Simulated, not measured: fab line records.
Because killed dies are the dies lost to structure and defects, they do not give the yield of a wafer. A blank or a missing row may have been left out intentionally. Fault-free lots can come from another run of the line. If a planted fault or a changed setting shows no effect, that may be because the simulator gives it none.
A struck lot beside a sound one / flow n5Finfet / 15 out of 1938 route steps
Sound: the wafers L727.1, L727.4, L727.6. Struck: wafers L735.2, L735.6. (L735.5 of the same lot was not struck and is left out.) The cause comes at the end.
For every step that has rows: the tool of each side, followed by ch and its chambers, followed by its first start. Under that, the readings that differ: sound wafers / struck wafers / difference of the means / sigmas: that difference in standard deviations of wafers without a fault.
alike: words and numbers the same on both sides, and readings whose means are apart by under 2 such deviations; not compared: readings that were withheld, readings missing a value for some wafer, numbers with overlapping values and no deviation given by the record, and bounds like >300 which may hide the same value.
A row with sigmas, a row that says differs or no value, or rows on one side alone: a step with any of these is where the two part. When numbers do not overlap yet have no deviation, they are printed without sigmas and do not part them. A reading missing from all wafers of one side parts the sides only when that side holds two or more wafers.

N5_BEOL_M1_ANNEAL_87: time 240 s.
  sound on pvdSputter-03, day 6 20:26; struck on pvdSputter-01, day 9 07:18
  alike: heaterPowerW
N5_BEOL_M1_SPUTTER_88: material Cu, target thk 4.5 nm, time 8.29 s.
  sound on pvdSputter-03, day 6 20:34; struck on pvdSputter-01, day 9 07:26
  alike: throttleValvePct
N5_BEOL_M1_ANNEAL_89: time 240 s.
  sound on pvdSputter-03, day 6 20:39; struck on pvdSputter-01, day 9 07:31
  alike: heaterPowerW
then, 2 steps without rows for these wafers: N5_BEOL_M1_SPUTTER_90 (material Cu, target thk 4.5 nm, time 8.29 s); N5_BEOL_M1_ANNEAL_91 (time 240 s).
N5_BEOL_M1_SPUTTER_92: material Cu, target thk 4.5 nm, time 8.29 s.
  sound on pvdSputter-03, day 6 21:01; struck on pvdSputter-01, day 9 07:53
  alike: throttleValvePct
then, 2 steps without rows for these wafers: N5_BEOL_M1_ANNEAL_93 (time 240 s); N5_BEOL_M1_SPUTTER_94 (material Cu, target thk 4.5 nm, time 8.29 s).
N5_BEOL_M1_ANNEAL_95: time 240 s.
  sound on pvdSputter-03, day 6 21:19; struck on pvdSputter-01, day 9 08:11
  alike: heaterPowerW
then, 3 steps without rows for these wafers: N5_BEOL_M1_SPUTTER_96 (material Cu, target thk 4.5 nm, time 8.29 s); N5_BEOL_M1_ECD_50 (material Cu, target thk 300 nm); N5_BEOL_M1_ANNEAL_51 (time 90 s).
N5_BEOL_M1_CMP_52: polishes, stops on SiOC, t overpolish 6.8 s, target thk 40 nm.
  sound on cmp-04 ch 0,2,3, day 6 21:59; struck on cmp-02 ch 2, day 9 08:49
reading=barrierFieldEndpointS (s); sound=24.2 24.5 24.8; struck=33.6 34.3; difference=+9.5; sigmas=+15
reading=headPressurePsi (psi); sound=0.9990 1.0035 1.0006; struck=0.7109 0.7146; difference=-0.2883; sigmas=-99 or more
reading=motorCurrentA (A); sound=5.8 7.1 6.6; struck=5.4 5.0; difference=-1.3; sigmas=-3
  alike: overpolishRunS, timeToEndpointS
-- a jump in the record: the struck wafers' starts before and after are 3 days apart (it breaks off in module BEOL_M1 and resumes in module BEOL_M4, where the first step shown is number 1111 of the route) --
N5_BEOL_M4_RC_MEAS_101:
  sound on prober-02 ch 0, day 9 18:28; struck on prober-01 ch 0, day 12 02:44
reading=VT_P (mV); sound=-250.3 -252.2 -252.4; struck=-247.3 -244.0; difference=+6.0; sigmas=+2
  alike: DIBL_N, DIBL_P, IOFF_N, IOFF_P, ION_N, ION_P, SS_N, SS_P, VT_N
then, 1 step without rows for these wafers: N5_PASSIVATION_PROBE_49.

== WHERE THEY PART ==
At N5_BEOL_M1_CMP_52 first; at N5_BEOL_M4_RC_MEAS_101 last (within this record only).

WHY: what the simulator had put in
cmp-02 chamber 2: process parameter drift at N5_BEOL_M1_CMP_52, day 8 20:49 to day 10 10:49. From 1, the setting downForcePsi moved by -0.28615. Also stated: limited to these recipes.
